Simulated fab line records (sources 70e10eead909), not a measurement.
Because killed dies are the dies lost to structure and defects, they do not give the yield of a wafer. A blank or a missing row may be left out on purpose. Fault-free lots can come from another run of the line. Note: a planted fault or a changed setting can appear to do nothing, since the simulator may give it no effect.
Matching of chambers | flow nand harc | 4 sister chambers for NHARC_A_WL_FILL_ALD_02 on ald metal-01
The step deposits TiN, target thk 2 nm, pulse time 3 s, ald cycles 100. 14 wafers are shown with their chamber, then 7 later ones without.

== WAFERS WITH THEIR CHAMBER ==
wafer  | chamber | heater power w (W) | precursor pulse height rel
L080.3 | 3       | 1133               | 0.986
L080.5 | 2       | 924                | 0.985
L080.6 | 3       | 1154               | 1.021
L082.1 | 1       | 1100               | 1.022
L082.2 | 0       | 1068               | 0.983
L082.5 | 0       | 1123               | 0.980
L084.1 | 1       | 1063               | 0.977
L084.3 | 0       | 1100               | 0.984
L084.6 | 0       | 1123               | 1.010
L087.1 | 0       | 1114               | 1.010
L087.4 | 2       | 1027               | 0.984
L087.5 | 2       | 1005               | 1.013
L088.1 | 2       | 995                | 1.008
L088.4 | 0       | 1105               | 0.989

SIGNATURES, as means of the wafers listed above
reading                    | chamber 0 | chamber 1 | chamber 2 | chamber 3 | scatter within a chamber
heater power w             | 1105.50   | 1081.50   | 987.75    | 1143.50   | 30
precursor pulse height rel | 0.99267   | 0.99950   | 0.99750   | 1.00350   | 0.018
Rule: a wafer's distance from a chamber is the root of the sum, over the readings, of the square of ((its reading less the chamber's mean) divided by the reading's scatter). If the next closest chamber is less than 2 further off than the closest, the wafer can't be placed; otherwise it belongs to the closest. The scatter: take each reading less its chamber's mean, square it, sum over the shown wafers, divide by the number of wafers less the number of chambers, and take the root.

== WAFERS WITHOUT THEIR CHAMBER ==
wafer  | heater power w (W) | precursor pulse height rel
L088.6 | 1148               | 0.973
L092.2 | 1098               | 1.019
L092.3 | 1126               | 1.019
L092.5 | 1085               | 0.998
L097.1 | 1171               | 0.985
L097.2 | 1099               | 0.964
L097.4 | 1147               | 1.025

== THE CHAMBER EACH PASSED THROUGH ==
wafer  | from the rows above          | in truth
L088.6 | can't be placed: 3 or 0 or 1 | 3
L092.2 | can't be placed: 1 or 0 or 3 | 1
L092.3 | can't be placed: 3 or 0 or 1 | 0
L092.5 | can't be placed: 1 or 0 or 3 | 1
L097.1 | can't be placed: 3 or 0 or 1 | 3
L097.2 | can't be placed: 0 or 1 or 3 | 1
L097.4 | can't be placed: 3 or 0 or 1 | 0
Correct placement for 0 of the 7. Not placeable from these rows: 7 (in 7, the candidates include the true chamber). 0 placed wrongly.
